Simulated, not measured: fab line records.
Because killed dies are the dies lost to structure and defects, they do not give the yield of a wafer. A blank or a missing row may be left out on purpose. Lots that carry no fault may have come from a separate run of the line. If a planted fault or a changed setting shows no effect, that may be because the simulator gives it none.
What tool caused it? ; flow n5Finfet ; 9 lots with 27 wafers sampled at 5 steps, on a route of 1938 steps

## WHAT EACH GAUGE READ, for each wafer
N5_BEOL_M4_RC_MEAS_101. Usual: DIBL_N 35.9 mV/V, standard deviation 1.4; DIBL_P 35.9 mV/V, standard deviation 1.7; IOFF_N 0.155 nA/um, standard deviation 0.023; IOFF_P 0.201 nA/um, standard deviation 0.029; ION_N 672 uA/um, standard deviation 8.8; ION_P 460 uA/um, standard deviation 7; SS_N 71.6 mV/dec, standard deviation 0.48; SS_P 73.1 mV/dec, standard deviation 0.64; VT_N 250.0 mV, standard deviation 3; VT_P -251.6 mV, standard deviation 3.
lot;measured;on;DIBL_N (mV/V);DIBL_P (mV/V);IOFF_N (nA/um);IOFF_P (nA/um);ION_N (uA/um);ION_P (uA/um);SS_N (mV/dec);SS_P (mV/dec);VT_N (mV);VT_P (mV);flag
L422;day 8 23:53;prober-01;32.8 35.5 35.6;34.9 37.1 37.1;0.126 0.165 0.161;0.168 0.200 0.208;663 671 668;453 456 459;71.3 71.5 72.1;73.3 73.6 73.6;254.2 250.1 251.3;-257.0 -254.1 -250.2;
L421;day 9 06:42;prober-01;36.1 36.0 35.6;36.3 36.4 36.0;0.168 0.163 0.172;0.217 0.207 0.213;675 676 673;460 458 457;72.0 71.1 71.3;73.0 73.4 73.2;247.6 250.3 248.9;-250.3 -251.0 -250.2;
L423;day 9 10:04;prober-01;34.1 35.3 36.0;35.0 36.8 37.7;0.128 0.150 0.161;0.162 0.179 0.186;660 674 676;452 457 460;71.6 71.1 72.0;72.4 73.4 73.6;252.3 249.7 251.4;-254.1 -254.3 -253.0;
L424;day 10 00:45;prober-02;33.8 35.1 34.4;33.6 34.5 34.1;0.126 0.141 0.131;0.147 0.155 0.148;669 669 665;453 443 448;70.9 71.8 70.8;72.7 72.7 72.1;251.1 251.5 252.5;-256.9 -256.8 -256.1;
L426;day 10 18:28;prober-02;33.1 35.3 33.2;31.8 34.6 32.0;0.114 0.157 0.117;0.162 0.205 0.164;657 674 674;454 459 458;71.0 71.5 69.9;72.5 73.1 71.5;251.4 247.7 253.3;-253.1 -252.2 -252.7;
L437;day 12 22:28;prober-02;39.1 38.5 37.6;39.8 39.4 38.0;0.211 0.195 0.187;0.260 0.250 0.231;682 685 686;462 464 469;72.3 72.4 71.8;74.4 73.7 73.0;243.3 248.6 243.6;-250.6 -249.5 -249.3;
L436;day 12 22:56;prober-01;36.6 36.3 35.4;37.5 37.9 36.6;0.168 0.170 0.149;0.213 0.217 0.199;682 676 668;461 460 461;72.3 72.0 72.8;73.8 74.1 73.7;248.7 248.1 250.8;-250.7 -251.7 -250.6;
L439;day 13 18:04;prober-01;35.9 37.2 34.9;35.7 35.9 34.2;0.155 0.157 0.132;0.183 0.196 0.171;679 670 666;461 454 451;71.4 71.7 70.5;72.8 73.5 73.4;248.4 250.7 252.3;-253.1 -252.3 -254.2;
L440;day 13 23:38;prober-02;35.6 34.9 33.5;34.0 34.2 32.8;0.141 0.131 0.113;0.186 0.198 0.168;649 668 654;448 462 454;71.7 71.1 71.0;72.6 73.4 72.6;255.4 250.9 256.9;-253.7 -251.9 -252.6;

N5_BEOL_M9_INSPECT_30: inspects for defects (brightfield). Usual: rawDefectCount at 414, with a standard deviation of 110.
lot;measured;on;rawDefectCount;flag
L422;day 10 23:40;defectInspect-01;351 280 352;
L421;day 11 04:43;defectInspect-01;471 485 532;
L423;day 11 11:16;defectInspect-02;430 293 408;
L424;day 11 20:05;defectInspect-01;303 278 332;
L426;day 12 13:58;defectInspect-02;336 312 399;
L437;day 14 21:16;defectInspect-01;311 342 323;
L436;day 14 18:08;defectInspect-02;323 268 384;
L439;day 15 10:50;defectInspect-02;225 360 353;
L440;day 15 19:41;defectInspect-01;454 395 337;

N5_BEOL_M9_CD_MEAS_35: target cd 70 nm, target cd y 40 nm. Usual: cdNm at 70.1 nm, with a standard deviation of 0.59.
lot;measured;on;cdNm (nm);flag
L422;day 11 00:19;cdSem-02;70.7 69.7 70.3;
L421;day 11 05:22;cdSem-03;70.2 70.4 70.7;
L423;day 11 11:55;cdSem-02;69.4 70.9 70.1;
L424;day 11 20:43;cdSem-02;70.0 70.4 69.6;
L426;day 12 14:49;cdSem-03;69.2 69.5 69.3;
L437;day 14 21:54;cdSem-03;69.2 69.6 68.2;
L436;day 14 18:47;cdSem-02;69.8 70.3 70.1;
L439;day 15 11:46;cdSem-02;70.4 70.6 70.6;
L440;day 15 20:20;cdSem-01;70.2 69.4 69.7;

## WHICH TOOL RAN EACH LOT (tool, then ch and the chambers of the sampled wafers, then the start)
lot;N5_BEOL_M9_DESCUM_16;N5_BEOL_M9_VIA_ETCH_34
L422;rieDiel-01 ch 0,2,3, day 10 22:33;rieDiel-03 ch 2,3, day 10 23:52
L421;rieDiel-01 ch 0,2, day 11 03:52;rieDiel-01 ch 1,2, day 11 04:56
L423;rieDiel-01 ch 1,2, day 11 07:48;rieDiel-01 ch 1,3, day 11 11:29
L424;rieDiel-01 ch 1,2, day 11 18:42;rieDiel-04 ch 0,1,3, day 11 20:17
L426;rieDiel-03 ch 1,2, day 12 11:06;rieDiel-01 ch 0,2,3, day 12 14:23
L437;rieDiel-04 ch 0,2,3, day 14 20:08;rieDiel-01 ch 0,1,3, day 14 21:28
L436;rieDiel-01 ch 0,1,3, day 14 17:08;rieDiel-01 ch 0,2, day 14 18:22
L439;rieDiel-04 ch 1,3, day 15 08:20;rieDiel-01 ch 1,3, day 15 11:20
L440;rieDiel-04 ch 0,1,3, day 15 18:44;rieDiel-01 ch 0,1,2, day 15 19:54
- N5_BEOL_M9_DESCUM_16: chemistry O2, time 7.9 s.
- N5_BEOL_M9_VIA_ETCH_34: etches SiCOH lowk in C4F6/O2, target depth 182.4 nm, time 68.4 s.

## WHAT THE TOOLS THEMSELVES READ (means of the sampled wafers that have a number; where no wafer has one, the mark that the record gives instead)
N5_BEOL_M9_DESCUM_16. Usual: drypumpMotorCurrentA 5.8 A, standard deviation 0.59; oesProductAu 0.83 a.u., standard deviation 0.096; rfFwdPowerW 49.40 W, standard deviation 0.24; rfVppV 243.5 V, standard deviation 1.4; showerheadPlenumPTorr 2.11 Torr, standard deviation 0.079; throttleValvePct 20.36 %, standard deviation 0.17.
lot;tool;drypumpMotorCurrentA (A);oesProductAu (a.u.);rfFwdPowerW (W);rfVppV (V);showerheadPlenumPTorr (Torr);throttleValvePct (%);flag
L422;rieDiel-01;6.2;0.87;49.56;244.1;2.10;20.30;
L421;rieDiel-01;6.1;0.91;49.65;244.1;2.17;20.27;
L423;rieDiel-01;5.3;0.92;49.26;243.2;2.11;20.39;
L424;rieDiel-01;5.3;0.92;49.40;243.3;2.11;20.40;
L426;rieDiel-03;5.9;0.71;49.29;243.6;2.14;20.59;
L437;rieDiel-04;6.1;0.87;49.32;244.1;2.14;20.28;
L436;rieDiel-01;5.6;0.83;49.42;243.5;2.11;20.30;
L439;rieDiel-04;6.3;0.92;49.19;243.9;2.19;20.09;
L440;rieDiel-04;5.9;0.84;49.37;244.8;2.16;20.31;

N5_BEOL_M9_VIA_ETCH_34. Usual: C4F6_flow_sccm 9.996 sccm, standard deviation 0.027; O2_flow_sccm 10.003 sccm, standard deviation 0.028; drypumpMotorCurrentA 5.9 A, standard deviation 0.64; oes_f_703_au 0.82 a.u., standard deviation 0.093; oesProductAu 0.82 a.u., standard deviation 0.095; rfFwdPowerW 342.4 W, standard deviation 1.3; rfVppV 666 V, standard deviation 7.2; showerheadPlenumPTorr 2.87 Torr, standard deviation 0.1; throttleValvePct 20.86 %, standard deviation 0.17.
lot;tool;C4F6_flow_sccm (sccm);O2_flow_sccm (sccm);drypumpMotorCurrentA (A);oes_f_703_au (a.u.);oesProductAu (a.u.);rfFwdPowerW (W);rfVppV (V);showerheadPlenumPTorr (Torr);throttleValvePct (%);flag
L422;rieDiel-03;9.989;9.995;6.2;0.82;0.82;344.6;672;2.96;20.77;
L421;rieDiel-01;10.021;10.037;5.3;0.92;0.92;341.6;666;2.87;20.91;
L423;rieDiel-01;-;-;-;-;-;-;-;-;-;OFF
L424;rieDiel-04;-;-;-;-;-;-;-;-;-;OFF
L426;rieDiel-01;9.984;10.016;6.2;0.84;0.84;342.1;666;2.84;20.77;
L437;rieDiel-01;9.975;10.021;5.6;0.82;0.83;342.4;667;2.87;20.80;
L436;rieDiel-01;10.001;10.019;6.4;0.87;0.87;342.3;661;2.85;20.86;
L439;rieDiel-01;9.996;10.014;5.2;0.81;0.83;342.4;671;2.84;20.89;
L440;rieDiel-01;9.990;10.021;5.7;0.86;0.86;342.9;662;2.89;20.87;

## THE ANSWER, worked out from the rows above alone
Rule: a lot counts as off when the mean over its wafers that have a number is more than 3 standard deviations away from the usual mean. Also off: a lot with no number at a reading for which 4 or more lots have one. The other lots that the step has rows for count as sound. First the gauges in route order, then the tools' own readings, where a lot's mean is used as printed above. At the first step where some lot is off, the reading lying furthest off is the one used; lots without a number count as furthest.
Off: L423, L424, at N5_BEOL_M9_VIA_ETCH_34 (C4F6_flow_sccm). Without a number there: L423, L424.
A tool fits if, at that step or a process step before it, it ran every lot that is off, and no sound lot after the first of them. Of those tried, none fits.

## WHAT HAD BEEN PUT IN BY THE SIMULATOR
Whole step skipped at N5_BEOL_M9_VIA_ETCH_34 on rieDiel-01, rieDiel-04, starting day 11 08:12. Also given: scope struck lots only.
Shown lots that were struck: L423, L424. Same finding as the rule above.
